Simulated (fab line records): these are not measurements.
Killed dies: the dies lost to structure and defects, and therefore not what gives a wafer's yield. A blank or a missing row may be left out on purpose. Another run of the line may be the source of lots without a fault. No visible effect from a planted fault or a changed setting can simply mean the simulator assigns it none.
fab line records	flow n5-finfet
record: lots: 9	wafers: 27	last-day: 18
route steps=1938 shown BEOL_M4@1087 BEOL_M5@1112 PASSIVATION@1936
lots that met no fault: from a run of the same line without faults
start-h: start of the lot's first displayed wafer, in hours after the record's first day	wait-h: how many hours have passed since the lot's step before this one	" the same as in the row above	L1.1+2: one row covering several wafers at once	- either no value or no given start	* or withheld: withheld	< > ~ a bound
route shown NAME@n: NAME is a module with steps in the file, n the number in the route of the first one	usual: the fault-free wafers' mean and standard deviation	same: alike in all rows	chamber/n: place in a boat	sites: the reading at each site	_std_site: their standard deviation	_edge_site: the outer-site mean with the inner-site mean subtracted	radius-mm: for every site, how far away it sits from the centre of the wafer	mask NAME#n: copy n	behind: the tool/chamber that last shaped the wafer	hold: what put the lot on hold/how long, in hours/how the hold closed	device: the n, p or np transistor that did not switch	end of line: the same wafers' tests at the end of the route	step lacking rows: just its recipe	killed: dies that structure and defects cost at the first sort, which is not the same as the wafer's yield	map: shows each die of a wafer: x if killed, . if not, _ if none is there
set.NAME: the setting that was run; set.NAME@STEP: the one run at that earlier step	model.NAME: the simulator's own value behind a step, which no gauge read
the route's steps for a sample of lots (tables are steps, rows are wafers)
services: a tool's chamber out of use, with start hour (start-h, from the record's first day; less than 0 if before it), hours out, and reason
== steps ==
step: N5_BEOL_M4_ANNEAL_80
recipe: temp-c: 400	time-s: 240	ambient: vacuum
usual: heater-power-w: 830/60
lot.wafer	tool	chamber	start-h	wait-h	heater-power-w
L520.3	pvd-sputter-03	-	183.67	0.0	814
L520.5	"	-	"	"	772
L520.6	"	-	"	"	754
L523.1	pvd-sputter-03	-	192.31	0.0	787
L523.4	"	-	"	"	731
L523.5	"	-	"	"	962
L524.3	pvd-sputter-02	-	198.82	0.0	807
L524.4	"	-	"	"	911
L524.5	"	-	"	"	808
L527.2	pvd-sputter-02	-	226.87	0.0	812
L527.4	"	-	"	"	826
L527.6	"	-	"	"	930
L528.1	pvd-sputter-03	-	227.21	0.0	945
L528.3	"	-	"	"	793
L528.5	"	-	"	"	757
L530.3	pvd-sputter-02	-	254.43	0.0	831
L530.5	"	-	"	"	840
L530.6	"	-	"	"	835
L538.3	pvd-sputter-02	-	294.41	0.0	809
L538.4	"	-	"	"	858
L538.6	"	-	"	"	855
L540.2	pvd-sputter-01	-	303.51	0.0	807
L540.3	"	-	"	"	866
L540.5	"	-	"	"	792
L541.1	pvd-sputter-03	-	326.39	0.0	754
L541.4	"	-	"	"	765
L541.5	"	-	"	"	959
step: N5_BEOL_M4_SPUTTER_81
recipe: material: Cu	target-thk-a: 45	temp-c: -20	chamber-pressure-pa: 0.07	power-w: withheld	time-s: 8.29
usual: throttle-valve-pct: 30.0/0.83
lot.wafer	tool	chamber	start-h	wait-h	throttle-valve-pct
L520.3	pvd-sputter-03	-	183.81	0.1	30.1
L520.5	"	-	"	"	30.7
L520.6	"	-	"	"	30.8
L523.1	pvd-sputter-03	-	192.45	0.1	30.0
L523.4	"	-	"	"	31.0
L523.5	"	-	"	"	30.9
L524.3	pvd-sputter-02	-	198.96	0.1	29.3
L524.4	"	-	"	"	30.9
L524.5	"	-	"	"	29.5
L527.2	pvd-sputter-02	-	227.01	0.1	29.5
L527.4	"	-	"	"	29.9
L527.6	"	-	"	"	31.1
L528.1	pvd-sputter-03	-	227.35	0.1	31.2
L528.3	"	-	"	"	29.9
L528.5	"	-	"	"	30.6
L530.3	pvd-sputter-02	-	254.57	0.1	29.7
L530.5	"	-	"	"	28.8
L530.6	"	-	"	"	29.7
L538.3	pvd-sputter-02	-	294.55	0.1	29.4
L538.4	"	-	"	"	28.9
L538.6	"	-	"	"	29.0
L540.2	pvd-sputter-01	-	303.65	0.1	29.0
L540.3	"	-	"	"	28.2
L540.5	"	-	"	"	30.6
L541.1	pvd-sputter-03	-	326.53	0.1	30.4
L541.4	"	-	"	"	30.6
L541.5	"	-	"	"	30.9
step: N5_BEOL_M4_RC_MEAS_101
usual: DIBL_N: 36.5/2	DIBL_P: 36.5/2.3	IOFF_N: 0.16/0.036	IOFF_P: 0.21/0.037	ION_N: 672/12	ION_P: 459/7.1	SS_N: 71.6/0.73	SS_P: 73.4/0.76	VT_N: 250/3.3	VT_P: -250.5/2.9
lot.wafer	tool	chamber	start-h	wait-h	DIBL_N[mV/V]	DIBL_P[mV/V]	IOFF_N[nA/um]	IOFF_P[nA/um]	ION_N[uA/um]	ION_P[uA/um]	SS_N[mV/dec]	SS_P[mV/dec]	VT_N[mV]	VT_P[mV]
L520.3	prober-01	0	186.54	0.3	36.6	33.7	0.13	0.17	661	458	71.9	72.1	251	-253.6
L520.5	"	0	"	"	36.1	33.6	0.13	0.18	668	455	70.7	72.0	251	-250.0
L520.6	"	0	"	"	38.4	36.9	0.17	0.22	687	471	72.0	73.1	245	-247.1
L523.1	prober-01	0	194.93	0.0	32.9	33.3	0.11	0.17	671	465	70.6	72.2	253	-255.8
L523.4	"	0	"	"	36.0	36.4	0.15	0.21	682	468	70.7	73.5	249	-247.8
L523.5	"	0	"	"	31.2	31.0	0.10	0.14	672	465	69.7	72.0	257	-254.7
L524.3	prober-02	0	201.96	0.3	37.3	35.9	0.20	0.24	665	450	71.8	73.2	244	-250.3
L524.4	"	0	"	"	36.1	35.1	0.18	0.24	679	467	71.3	73.1	249	-250.9
L524.5	"	0	"	"	35.4	33.9	0.17	0.21	689	470	71.3	73.8	246	-248.8
L527.2	prober-02	0	229.58	0.2	37.6	38.5	0.18	0.23	675	461	72.6	74.5	248	-248.7
L527.4	"	0	"	"	36.0	36.5	0.15	0.19	680	461	71.7	73.3	249	-250.3
L527.6	"	0	"	"	33.6	33.9	0.11	0.16	664	451	70.6	72.6	255	-253.8
L528.1	prober-01	0	229.86	0.0	34.3	35.4	0.13	0.20	664	462	71.3	72.5	253	-249.4
L528.3	"	0	"	"	33.8	33.2	0.11	0.16	630	439	72.2	72.7	259	-255.7
L528.5	"	0	"	"	31.9	32.0	0.10	0.16	658	459	71.1	72.3	255	-251.8
L530.3	prober-01	0	257.46	0.3	38.3	36.8	0.19	0.25	684	464	71.7	74.4	245	-248.6
L530.5	"	0	"	"	39.4	37.8	0.24	0.27	693	465	72.8	74.5	243	-247.5
L530.6	"	0	"	"	38.6	37.5	0.21	0.27	680	462	72.3	74.3	247	-247.8
L538.3	prober-02	0	298.06	0.3	36.7	36.8	0.15	0.20	670	454	71.4	73.5	253	-255.1
L538.4	"	0	"	"	38.1	38.8	0.17	0.22	671	458	71.5	73.9	248	-251.8
L538.6	"	0	"	"	38.2	38.9	0.17	0.23	678	458	72.2	73.0	249	-251.8
L540.2	prober-01	0	309.41	0.2	38.1	41.2	0.24	0.30	691	474	72.1	73.9	243	-243.0
L540.3	"	0	"	"	37.5	39.5	0.21	0.26	684	467	71.8	74.3	248	-246.6
L540.5	"	0	"	"	37.7	39.4	0.21	0.26	661	449	72.3	74.0	247	-245.4
L541.1	prober-01	0	332.06	0.0	38.1	40.2	0.19	0.21	671	457	71.6	75.2	249	-250.8
L541.4	"	0	"	"	39.1	40.6	0.22	0.23	682	457	72.8	74.2	246	-251.5
L541.5	"	0	"	"	38.8	41.3	0.21	0.23	675	456	72.4	74.7	248	-248.9
step: N5_BEOL_M5_ILD_DEP_00
recipe: material: SiCOH_lowk	target-thk-a: 1406.4	temp-c: 300	precursor: DEMS/porogen	pressure-torr: 5	rf-w: 500	time-s: 25.9
usual: chamber-pressure-Torr: 5.001/0.012	heater-power-w: 283/28	showerhead-plenum-p-Torr: 5.736/0.014	throttle-valve-pct: 14.0/0.86
lot.wafer	tool	chamber	start-h	wait-h	chamber-pressure-Torr	heater-power-w	showerhead-plenum-p-Torr	since-wet-clean-h	throttle-valve-pct
L520.3	pecvd-01	2	187.20	0.5	4.985	282	5.725	318	13.2
L520.5	"	1	"	"	5.009	277	5.752	-	15.5
L520.6	"	0	"	"	5.009	255	5.755	-	13.7
L523.1	pecvd-01	2	195.89	0.8	5.016	279	5.709	327	13.5
L523.4	"	1	"	"	5.000	285	5.721	-	15.6
L523.5	"	0	"	"	4.995	291	5.742	-	13.9
L524.3	pecvd-01	1	202.61	0.5	5.015	280	5.740	1813	15.7
L524.4	"	0	"	"	5.007	291	5.735	-	14.0
L524.5	"	1	"	"	5.007	270	5.743	-	15.8
L527.2	pecvd-01	2	230.39	0.7	4.998	272	5.725	362	13.3
L527.4	"	0	"	"	5.013	302	5.721	-	14.0
L527.6	"	1	"	"	5.002	279	5.723	-	15.5
L528.1	pecvd-01	2	230.82	0.8	4.987	290	5.725	362	13.2
L528.3	"	1	"	"	4.995	282	5.747	1841	15.5
L528.5	"	2	"	"	5.009	291	5.731	-	13.4
L530.3	pecvd-01	2	258.12	0.5	5.003	277	5.729	389	13.8
L530.5	"	0	"	"	5.005	286	5.750	-	13.9
L530.6	"	1	"	"	4.982	272	5.733	-	15.5
L538.3	pecvd-01	2	298.71	0.5	5.005	285	5.739	430	13.6
L538.4	"	1	"	"	5.016	254	5.752	-	15.5
L538.6	"	0	"	"	5.018	260	5.745	-	13.9
L540.2	pecvd-01	0	310.23	0.7	5.003	235	5.750	1195	14.2
L540.3	"	2	"	"	4.995	282	5.715	441	13.1
L540.5	"	0	"	"	4.986	239	5.744	-	13.9
L541.1	pecvd-04	1	333.03	0.8	5.003	270	5.734	1762	13.2
L541.4	"	0	"	"	5.015	329	5.755	-	13.8
L541.5	"	2	"	"	5.002	234	5.742	-	12.7
step: N5_BEOL_M5_THK_MEAS_01
recipe: reads: SiCOH_lowk_of_BEOL_M5_ILD_DEP_00
usual: M5_ILD_THK: 120.8/1.6
lot.wafer	tool	chamber	start-h	wait-h	M5_ILD_THK[nm]
L520.3	film-metro-02	-	187.77	0.3	120.5
L520.5	"	-	"	"	123.4
L520.6	"	-	"	"	122.1
L523.1	film-metro-02	-	197.09	0.4	120.6
L523.4	"	-	"	"	123.7
L523.5	"	-	"	"	124.2
L524.3	film-metro-01	-	203.19	0.3	121.5
L524.4	"	-	"	"	122.5
L524.5	"	-	"	"	123.3
L527.2	film-metro-01	-	230.96	0.4	119.0
L527.4	"	-	"	"	122.2
L527.6	"	-	"	"	122.3
L528.1	film-metro-01	-	231.40	0.4	119.1
L528.3	"	-	"	"	120.0
L528.5	"	-	"	"	119.1
L530.3	film-metro-01	-	258.69	0.3	120.4
L530.5	"	-	"	"	122.3
L530.6	"	-	"	"	122.2
L538.3	film-metro-02	-	299.28	0.3	117.5
L538.4	"	-	"	"	121.7
L538.6	"	-	"	"	201.6
L540.2	film-metro-01	-	310.80	0.4	198.3
L540.3	"	-	"	"	118.0
L540.5	"	-	"	"	119.8
L541.1	film-metro-01	-	333.60	0.4	120.3
L541.4	"	-	"	"	120.8
L541.5	"	-	"	"	122.7
step: N5_BEOL_M5_PECVD_70
recipe: material: SiO2	target-thk-a: 160	temp-c: 400	precursor: TEOS/O2	pressure-torr: 5.5	rf-w: 450	teos-flow-sccm: 53.8	gas: O2	flow-sccm: 3000	time-s: 18
usual: chamber-pressure-Torr: 5.501/0.012	heater-power-w: 675/64	showerhead-plenum-p-Torr: 8.76/0.055	throttle-valve-pct: 22.3/1.2
lot.wafer	tool	chamber	start-h	wait-h	chamber-pressure-Torr	heater-power-w	showerhead-plenum-p-Torr	since-wet-clean-h	throttle-valve-pct
L520.3	pecvd-04	0	187.82	0.1	5.502	778	8.82	-	21.8
L520.5	"	0	"	"	5.488	770	8.85	-	22.0
L520.6	"	1	"	"	5.489	658	8.71	-	21.3
L523.1	pecvd-02	2	197.13	0.0	5.501	610	8.74	510	22.4
L523.4	"	0	"	"	5.474	677	8.84	-	24.1
L523.5	"	1	"	"	5.509	741	8.77	-	22.3
L524.3	pecvd-04	0	203.24	0.1	5.497	699	8.84	-	21.9
L524.4	"	1	"	"	5.503	707	8.69	-	21.4
L524.5	"	0	"	"	5.510	705	8.82	-	22.0
L527.2	pecvd-04	1	231.00	0.0	5.497	738	8.71	1660	21.2
L527.4	"	0	"	"	5.494	656	8.85	-	22.1
L527.6	"	2	"	"	5.488	599	8.72	-	20.5
L528.1	pecvd-04	2	231.43	0.0	5.506	616	8.75	19	20.6
L528.3	"	0	"	"	5.487	780	8.84	935	21.9
L528.5	"	1	"	"	5.512	646	8.71	-	21.2
L530.3	pecvd-04	1	258.73	0.0	5.515	702	8.68	1688	21.3
L530.5	"	0	"	"	5.487	719	8.82	-	22.1
L530.6	"	1	"	"	5.521	698	8.70	-	21.1
L538.3	pecvd-02	1	299.32	0.0	5.516	671	8.74	559	22.5
L538.4	"	0	"	"	5.510	601	8.83	-	24.1
L538.6	"	2	"	"	5.501	768	8.75	-	22.7
L540.2	pecvd-01	0	310.84	0.0	5.490	562	8.80	1196	22.5
L540.3	"	2	"	"	5.496	668	8.71	442	21.8
L540.5	"	1	"	"	5.513	635	8.79	-	24.8
L541.1	pecvd-04	0	333.64	0.0	5.485	694	8.88	1038	22.1
L541.4	"	0	"	"	5.491	689	8.82	-	22.2
L541.5	"	2	"	"	5.504	652	8.76	-	20.6
step: N5_PASSIVATION_PROBE_49
usual: defect-limited-yield: 91.4/1.4	killed_at_M0_to_M3: 33/11	killed_at_M4_up: 13/5.3	killed-at-contacts: 13/6.1	killed-at-front-end: 40/11	killed-at-other: 2.9/2.7	killed-dies: 102/17	killed-on-rim: 14/4.2	killed-open: 68/13	killed-short: 32/7.5	sort_bin_5_function: 5.1/0.98	sort_bin_6_memory: 3.2/0.69	sort_bin_8_speed: 0.1/1.1	sort-n-pass: 1077/21	sort-yield-pct: 91.3/1.7
same: gross-dies: 1180	killed-at-back-side: 0	sort_bin_4_leakage[%]: 0
lot.wafer	tool	chamber	start-h	wait-h	defect-limited-yield[%]	killed_at_M0_to_M3	killed_at_M4_up	killed-at-contacts	killed-at-front-end	killed-at-other	killed-dies	killed-on-rim	killed-open	killed-short	sort_bin_5_function[%]	sort_bin_6_memory[%]	sort_bin_8_speed[%]	sort-n-pass	sort-yield-pct[%]
L530.3	prober-02	-	372.43	0.1	90.9	36	23	9	38	1	107	13	77	30	5.0	3.8	0	1073	90.9
L530.5	prober-02	-	372.53	0.2	92.7	36	12	5	29	4	86	14	53	31	4.7	2.5	0	1094	92.7
L530.6	prober-02	-	372.58	0.3	91.4	23	20	5	52	1	101	11	67	32	5.2	3.2	0	1079	91.4
L538.3	prober-01	-	409.07	0.1	90.2	38	10	34	30	4	116	17	80	35	5.8	3.7	0	1064	90.2
L538.4	prober-01	-	409.12	0.2	89.1	40	9	22	45	13	129	16	91	35	6.3	4.5	0	1051	89.1
L538.6	prober-01	-	409.22	0.3	0	33	1092	30	21	4	1180	152	81	25	96.1	3.6	0	0	0
L540.2	prober-02	-	419.63	0.1	0	23	1110	10	36	1	1180	152	57	28	96.6	3.1	0	0	0
L540.3	prober-02	-	419.68	0.1	90.7	32	25	14	33	6	110	11	74	34	4.7	4.6	0	1070	90.7
L540.5	prober-02	-	419.78	0.2	92.6	26	14	9	35	3	87	6	62	25	3.6	3.3	0	1093	92.6
killed by level:class
L530.3 BEOL_M0_SAQP:geometric-particle:open=9 BEOL_M3:geometric-particle:open=9 FIN_SAQP:geometric-particle:open=8 DUMMY_GATE:geometric-particle:open=8 MOL_CONTACT_COAG:geometric-particle:open=8 BEOL_M0_SAQP:geometric-particle:short=7 BEOL_M4:geometric-particle:open=7 STI_FIN_REVEAL:geometric-particle:open=6
L530.5 STI_FIN_REVEAL:geometric-particle:open=9 BEOL_M0_SAQP:geometric-particle:short=9 BEOL_M3:geometric-particle:open=8 BEOL_M0_SAQP:geometric-particle:open=6 DUMMY_GATE:geometric-particle:open=5 BEOL_M4:geometric-particle:open=5 STI_FIN_REVEAL:geometric-particle:short=4 BEOL_M4:geometric-particle:short=4
L530.6 FIN_SAQP:geometric-particle:open=14 STI_FIN_REVEAL:geometric-particle:open=12 BEOL_M4:geometric-particle:open=10 FIN_SAQP:geometric-particle:short=9 BEOL_M3:geometric-particle:open=4 MOL_CONTACT_COAG:geometric-particle:open=4 ILD0:geometric-particle:short=3 BEOL_M0_SAQP:geometric-particle:open=3
L538.3 MOL_CONTACT_COAG:geometric-particle:open=31 BEOL_M0_SAQP:geometric-particle:short=8 BEOL_M1:geometric-particle:open=8 BEOL_M3:geometric-particle:open=8 GATE_CUT:geometric-particle:short=6 BEOL_M0_SAQP:geometric-particle:open=5 STI_FIN_REVEAL:geometric-particle:open=4 BEOL_M2:geometric-particle:open=4
L538.4 STI_FIN_REVEAL:geometric-particle:open=19 MOL_CONTACT_COAG:geometric-particle:open=19 BEOL_M0_SAQP:geometric-particle:short=9 BEOL_M1:geometric-particle:open=9 BEOL_M4:geometric-particle:open=7 BEOL_M0_SAQP:geometric-particle:open=6 BEOL_M2:geometric-particle:open=6 PASS1_CAP:geometric-particle:open=5
L538.6 BEOL_M5:area-etch=1074 MOL_CONTACT_COAG:geometric-particle:open=25 BEOL_M0_SAQP:geometric-particle:open=11 BEOL_M2:geometric-particle:open=10 BEOL_M4:geometric-particle:open=10 MOL_CONTACT_COAG:geometric-particle:short=5 FIN_SAQP:geometric-particle:open=3 DUMMY_GATE:geometric-particle:short=3
L540.2 BEOL_M5:area-etch=1095 FIN_SAQP:geometric-particle:short=10 BEOL_M4:geometric-particle:open=10 FIN_SAQP:geometric-particle:open=9 MOL_CONTACT_COAG:geometric-particle:open=9 STI_FIN_REVEAL:geometric-particle:open=6 BEOL_M1:geometric-particle:open=6 BEOL_M0_SAQP:geometric-particle:short=5
L540.3 MOL_CONTACT_COAG:geometric-particle:open=14 BEOL_M0_SAQP:geometric-particle:open=11 BEOL_M4:geometric-particle:open=11 FIN_SAQP:geometric-particle:open=10 BEOL_M0_SAQP:geometric-particle:short=9 FIN_SAQP:geometric-particle:short=7 STI_FIN_REVEAL:geometric-particle:open=5 BEOL_M1:geometric-particle:open=5
L540.5 BEOL_M1:geometric-particle:open=10 MOL_CONTACT_COAG:geometric-particle:open=8 FIN_SAQP:geometric-particle:open=7 FIN_SAQP:geometric-particle:short=7 BEOL_M4:geometric-particle:open=6 GATE_CUT:geometric-particle:short=6 DUMMY_GATE:geometric-particle:open=5 BEOL_M2:geometric-particle:open=4
== services ==
tool	chamber	start-h	hours	kind
pecvd-04	2	178.58	5.0	scheduled-down
pecvd-04	2	183.58	-	clean
pecvd-04	2	183.58	-	consumable-replace:showerhead
pecvd-04	2	183.58	29.0	scheduled-down
pecvd-04	2	183.58	29.0	vent-cycle
pecvd-02	-	192.70	1.1	repair
pecvd-01	0	214.42	5.7	repair
pecvd-02	0	223.39	11.9	repair
pecvd-04	0	237.60	2.1	scheduled-down
pecvd-02	-	246.63	2.5	repair
pecvd-04	2	294.41	2.1	scheduled-down
pecvd-02	1	315.25	3.4	repair
pecvd-02	0	324.58	5.0	scheduled-down
pecvd-02	-	328.67	1.5	repair
== key ==
first-sign: step: N5_BEOL_M5_THK_MEAS_01	reading: M5_ILD_THK	direction: up	sigmas: 51	usual: 120.8	struck: 199.9
effect: step: N5_PASSIVATION_PROBE_49	reading: killed_at_M4_up	direction: up	sigmas: 99+	usual: 13	struck: 1101
more-kills-born-at: N5_BEOL_M5_ETCH_41@rie-diel-03: 2169
met-at N5_BEOL_M5_ILD_DEP_00
struck-lots L538,L540
struck-wafers L538.6,L540.2
later-rows-left-out L538.6,L540.2
not-acting-at N5_BEOL_M4_ANNEAL_80,N5_BEOL_M4_SPUTTER_81,N5_BEOL_M5_PECVD_70
onset-between 258.12 298.71
fault: kind: process-parameter-drift	tool: pecvd-01	chamber: -	onset-h: 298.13	steps: N5_BEOL_M5_ILD_DEP_00	channel: time-s	offset: *	shape: step	end-h: 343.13	scope: struck-wafers-only	acts-in: *	stated: *
later-rows-left-out: the simulator's readings of these wafers behind a module that went badly wrong aren't trusted and aren't shown, but for the sort
